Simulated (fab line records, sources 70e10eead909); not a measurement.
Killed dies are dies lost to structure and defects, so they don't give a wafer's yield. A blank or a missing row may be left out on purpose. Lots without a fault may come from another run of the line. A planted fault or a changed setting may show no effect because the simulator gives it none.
Problem report in the 8D (eight disciplines) form, filled by code | flow nand_harc | the parts of the form that need people (team, actions taken, sign-off) are left out

1. THE PROBLEM
killed_at_other at NHARC_END_SORT_01 reads a mean of 587 on 1 wafer of 1 lot; wafers without a fault read 1 with a standard deviation of 1.2. That is +99 or more standard deviations from the usual mean.
First seen on wafer L911.4, day 30 03:02, on prober-02. The record holds 3 wafers of 1 lot with a number at this step. Rule for "out", or "out of limits": more than 4 standard deviations from the usual mean. The other wafers with a number count as sound.

2. WHAT IT IS AND WHAT IT IS NOT
question                    | is                                                                                                                  | is not
which readings at this step | killed_at_other, defect_limited_yield, killed_dies, sort_bin_2_pct, sort_n_pass, sort_rim_yield_pct, sort_yield_pct | killed_at_array, killed_at_periphery, killed_open, killed_short, sort_bin_3_pct
which lots                  | L911                                                                                                                | -
which wafers of those lots  | L911.4                                                                                                              | L911.2, L911.3
read on which gauges        | prober-02                                                                                                           | -
when                        | from day 30 03:02                                                                                                   | up to then (2 sound wafers)

3. SUSPECTS, AND WHAT RULES EACH OUT
Counting: a tool at a process step up to the reading stays a suspect if it ran every lot that is out. Sound lots after the first of them don't rule it out here, since some wafers of a struck lot are sound.
- the gauge at NHARC_END_SORT_01: ruled out. All the wafers that are out were read on prober-02, but those of them that NHARC_THIN_TSV_ETCHBACK_48 has rows for are out there too, on other tools.
- pvd_sputter-03 at NHARC_A_M1_PVD_21 (deposits Cu, target thk 30 nm, time 20.49 s): kept. It ran the lot that is out, L911 (day 28 17:38). NHARC_A_M1_PVD_21 gives no start for some lots, so the hours and the order of its lots are those of NHARC_A_BONDPAD_CMP_29.
- cmp-04 at NHARC_A_BONDPAD_CMP_29 (polishes SiCN, target thk 200 nm): kept. It ran the lot that is out, L911 (day 28 17:38).
- rie_diel-12 at NHARC_THIN_TSV_ETCHBACK_48 (etches the open film in C4F8/Ar, target depth 1028.5 nm, time 405.17 s): kept. It ran the lot that is out, L911 (day 29 13:59). Its own readings are out on those wafers: run_length_s.
- Within cmp-04 at NHARC_A_BONDPAD_CMP_29: the wafers that are out ran in chamber 2; their sound lot-mates ran in chambers 1, 3.
- Within rie_diel-12 at NHARC_THIN_TSV_ETCHBACK_48: the wafers that are out ran in chamber 0; their sound lot-mates ran in chambers 1, 3.
Left after counting: pvd_sputter-03 at NHARC_A_M1_PVD_21, cmp-04 at NHARC_A_BONDPAD_CMP_29, rie_diel-12 at NHARC_THIN_TSV_ETCHBACK_48.

4. THE CAUSE (what the simulator had put in)
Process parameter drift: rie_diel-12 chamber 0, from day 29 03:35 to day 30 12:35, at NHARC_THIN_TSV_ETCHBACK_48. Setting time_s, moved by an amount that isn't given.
Counting left 3 suspects, and this tool is among them.

5. THE CHAIN OF EFFECTS, in route order
Each row: a reading whose mean over the struck wafers that have a number lies more than 3 standard deviations from the usual. Only readings for which the record gives a usual standard deviation are gone through. hours: the time from each lot's start at the first step in this table that gives one to its start at this step, as a median over the lots. sigmas: the change in usual standard deviations.
hours | step                       | reading              | usual   | on struck wafers | change | sigmas
0     | NHARC_THIN_TSV_ETCHBACK_48 | run_length_s         | 426.5 s | 317.0            | -109.5 | -99 or more
13    | NHARC_END_SORT_01          | defect_limited_yield | 91.5 %  | 0.0              | -91.5  | -32
13    | NHARC_END_SORT_01          | killed_at_other      | 1       | 587              | +586   | +99 or more
13    | NHARC_END_SORT_01          | killed_dies          | 58      | 677              | +619   | +31
13    | NHARC_END_SORT_01          | sort_bin_2_pct       | 3.1 %   | 90.1             | +87.0  | +67
13    | NHARC_END_SORT_01          | sort_n_pass          | 619     | 0                | -619   | -31
13    | NHARC_END_SORT_01          | sort_rim_yield_pct   | 92 %    | 0                | -92    | -23
13    | NHARC_END_SORT_01          | sort_yield_pct       | 91.5 %  | 0.0              | -91.5  | -32
The process steps in it:
- NHARC_THIN_TSV_ETCHBACK_48: etches the open film in C4F8/Ar, target depth 1028.5 nm, time 405.17 s.

6. WHAT WOULD HAVE CAUGHT IT SOONER
In this record the first reading out of limits at a measuring or inspecting step was taken at day 30 03:02, 23 hours after the fault began at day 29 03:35.
The tool's own readings at NHARC_THIN_TSV_ETCHBACK_48 were out on every struck wafer that the step has a row for (run_length_s): an alarm limit on them would have fired on the first of those.
All the lots that are out (1) had begun NHARC_THIN_TSV_ETCHBACK_48 on rie_diel-12 by day 30 03:02. A hold on the tool at that time would have spared none of them.
